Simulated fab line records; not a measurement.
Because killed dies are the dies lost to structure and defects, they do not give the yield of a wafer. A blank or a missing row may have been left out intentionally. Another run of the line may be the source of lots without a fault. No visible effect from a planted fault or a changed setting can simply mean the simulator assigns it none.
Which tool did it? + flow nand harc + 14 lots, 42 wafers sampled, at 4 steps of a route of 1302

## WHAT EACH GAUGE READ, for each wafer
NHARC_A_ONON_D1_INSPECT_32.
| lot  | measured     | on                | raw defect count |
|------|--------------|-------------------|------------------|
| L665 | day 8 13:44  | defect inspect-02 | 87 93 70         |
| L666 | day 8 22:50  | defect inspect-02 | 92 72 137        |
| L668 | day 9 13:22  | defect inspect-01 | 76 68 71         |
| L669 | day 10 02:52 | defect inspect-02 | 99 90 96         |
| L670 | day 10 21:32 | defect inspect-01 | 60 40 63         |
| L671 | day 10 21:40 | defect inspect-02 | 134 120 126      |
| L673 | day 11 16:35 | defect inspect-02 | 81 66 76         |
| L674 | day 12 05:20 | defect inspect-02 | 90 41 58         |
| L675 | day 12 05:25 | defect inspect-02 | 39 51 65         |
| L677 | day 13 04:08 | defect inspect-02 | 30 37 78         |
| L681 | day 15 06:44 | defect inspect-02 | 63 110 99        |
| L683 | day 15 11:37 | defect inspect-02 | 62 36 57         |
| L687 | day 17 16:01 | defect inspect-02 | 126 150 121      |
| L688 | day 18 02:01 | defect inspect-02 | 55 24 75         |

NHARC_A_CHANNEL_HOLE_D1_CD_MEAS_18.
| lot  | measured     | on        | cd nm (nm)       |
|------|--------------|-----------|------------------|
| L665 | day 8 19:20  | cd sem-01 | 98.0 97.8 101.3  |
| L666 | day 9 04:26  | cd sem-03 | 100.0 99.9 100.7 |
| L668 | day 9 20:23  | cd sem-01 | 97.9 101.2 99.1  |
| L669 | day 10 10:23 | cd sem-02 | 101.8 99.2 100.3 |
| L670 | day 11 01:41 | cd sem-01 | 100.4 101.6 98.3 |
| L671 | day 11 01:46 | cd sem-02 | 97.7 98.7 100.0  |
| L673 | day 11 23:20 | cd sem-03 | 100.4 99.8 98.6  |
| L674 | day 12 09:40 | cd sem-02 | - - -            |
| L675 | day 12 09:47 | cd sem-01 | - - -            |
| L677 | day 13 08:13 | cd sem-02 | 101.4 99.8 99.2  |
| L681 | day 15 10:49 | cd sem-03 | 101.0 101.3 99.5 |
| L683 | day 15 17:08 | cd sem-01 | 98.6 100.7 96.9  |
| L687 | day 17 20:10 | cd sem-01 | 97.1 96.9 96.7   |
| L688 | day 18 06:10 | cd sem-02 | 99.8 99.8 98.0   |

## EACH LOT AND THE TOOL THAT RAN IT (in order: tool; ch and the chambers of the sampled wafers; start)
| lot  | NHARC_A_ZERO_WELL_ETCH_13        | NHARC_A_CHANNEL_HOLE_D1_PEB_08    |
|------|----------------------------------|-----------------------------------|
| L665 | rie si-05 ch 1,2,3, day 7 00:37  | litho track-04 ch 0, day 8 17:57  |
| L666 | rie si-05 ch 0,2,3, day 7 08:31  | litho track-06 ch 0, day 9 03:03  |
| L668 | rie si-05 ch 0,1,2, day 8 02:44  | litho track-01 ch 0, day 9 19:01  |
| L669 | rie si-05 ch 2,3, day 8 12:58    | litho track-04 ch 0, day 10 09:01 |
| L670 | rie si-06 ch 0,1,3, day 9 04:55  | litho track-04 ch 0, day 11 00:11 |
| L671 | rie si-04 ch 0,1,3, day 9 07:46  | litho track-04 ch 0, day 11 00:21 |
| L673 | rie si-04 ch 0,1, day 10 05:44   | litho track-01 ch 0, day 11 21:42 |
| L674 | rie si-05 ch 0,2,3, day 10 15:45 | litho track-01, day 12 08:10      |
| L675 | rie si-06 ch 1,2,3, day 10 16:22 | litho track-06, day 12 08:25      |
| L677 | rie si-04 ch 0,1,3, day 11 17:07 | litho track-06 ch 0, day 13 06:47 |
| L681 | rie si-06 ch 0,2,3, day 13 10:58 | litho track-04 ch 0, day 15 09:25 |
| L683 | rie si-04 ch 1,2,3, day 13 23:55 | litho track-06 ch 0, day 15 15:29 |
| L687 | rie si-06 ch 0,1, day 16 04:56   | litho track-01 ch 0, day 17 18:40 |
| L688 | rie si-05 ch 1,2,3, day 16 12:19 | litho track-01 ch 0, day 18 04:47 |
- NHARC_A_ZERO_WELL_ETCH_13: etches the open film in HBr/Cl2, target depth 120 nm, time 40.1 s.
- NHARC_A_CHANNEL_HOLE_D1_PEB_08: peb time 65 s.

## AS READ BY THE TOOLS THEMSELVES (means over the sampled wafers that have a number; for cases with no such wafer, the mark the record gives instead)
NHARC_A_ZERO_WELL_ETCH_13.
| lot  | tool      | drypump motor current A (A) | oes product au (a.u.) | throttle valve pct (%) |
|------|-----------|-----------------------------|-----------------------|------------------------|
| L665 | rie si-05 | 5.6                         | 0.997                 | 26.402                 |
| L666 | rie si-05 | 5.7                         | 0.996                 | 26.406                 |
| L668 | rie si-05 | 5.9                         | 0.991                 | 26.405                 |
| L669 | rie si-05 | 5.3                         | 1.007                 | 26.391                 |
| L670 | rie si-06 | 5.8                         | 1.002                 | 26.401                 |
| L671 | rie si-04 | 6.1                         | 1.006                 | 26.407                 |
| L673 | rie si-04 | 6.2                         | 1.002                 | 26.401                 |
| L674 | rie si-05 | 5.7                         | 0.991                 | 26.411                 |
| L675 | rie si-06 | 5.6                         | 1.006                 | 26.396                 |
| L677 | rie si-04 | 6.1                         | 1.002                 | 26.409                 |
| L681 | rie si-06 | 5.9                         | 1.008                 | 26.405                 |
| L683 | rie si-04 | 6.4                         | 0.994                 | 26.407                 |
| L687 | rie si-06 | 5.6                         | 0.995                 | 26.391                 |
| L688 | rie si-05 | 5.6                         | 1.001                 | 26.405                 |

NHARC_A_CHANNEL_HOLE_D1_PEB_08.
| lot  | tool           | chill plate temp C (C) | exhaust pa (Pa) |
|------|----------------|------------------------|-----------------|
| L665 | litho track-04 | 22.90                  | 44.9            |
| L666 | litho track-06 | 22.96                  | 44.5            |
| L668 | litho track-01 | 22.89                  | 45.5            |
| L669 | litho track-04 | 22.96                  | 44.4            |
| L670 | litho track-04 | 23.05                  | 45.5            |
| L671 | litho track-04 | 23.09                  | 44.2            |
| L673 | litho track-01 | 23.02                  | 44.3            |
| L674 | litho track-01 | -                      | -               |
| L675 | litho track-06 | -                      | -               |
| L677 | litho track-06 | 23.09                  | 45.7            |
| L681 | litho track-04 | 23.01                  | 45.7            |
| L683 | litho track-06 | 22.99                  | 45.0            |
| L687 | litho track-01 | 22.91                  | 45.1            |
| L688 | litho track-01 | 23.14                  | 45.6            |

## THE ANSWER, worked out from the rows above alone
Rule: what is usual is taken from the lots themselves. Put in order of their means at a reading, lots are off if they are a third of the lots or fewer, leave a main group of 4 or more, and stand apart from it by a gap of 3 or more times the standard deviation of the main group's means; of several such gaps the widest counts. Not used: any main group whose means are identical at the precision the tables above print for the reading. A lot without any number at a reading at which 4 lots or more have one is off too. Where the step has rows for the other lots, those lots are counted as sound. First the gauges in route order, then the tools' own readings, where a lot's mean is used as printed above. At the first step where some lot is off, the reading lying furthest off is the one used; lots without a number count as furthest.
Off: L674, L675, at NHARC_A_CHANNEL_HOLE_D1_CD_MEAS_18 (cd nm). Without a number there: L674, L675. The main group has a mean of 99.4 nm with a standard deviation of 0.98.
A tool fits if, at a process step before that reading, it ran every lot that is off, and no sound lot after the first of them. Not tried: the gauges at NHARC_A_CHANNEL_HOLE_D1_CD_MEAS_18; whatever is off there is also off at NHARC_A_CHANNEL_HOLE_D1_PEB_08, on other tools, and gauge error can't account for it. No candidate that was tried fits.

## WHAT THE SIMULATOR PUT IN
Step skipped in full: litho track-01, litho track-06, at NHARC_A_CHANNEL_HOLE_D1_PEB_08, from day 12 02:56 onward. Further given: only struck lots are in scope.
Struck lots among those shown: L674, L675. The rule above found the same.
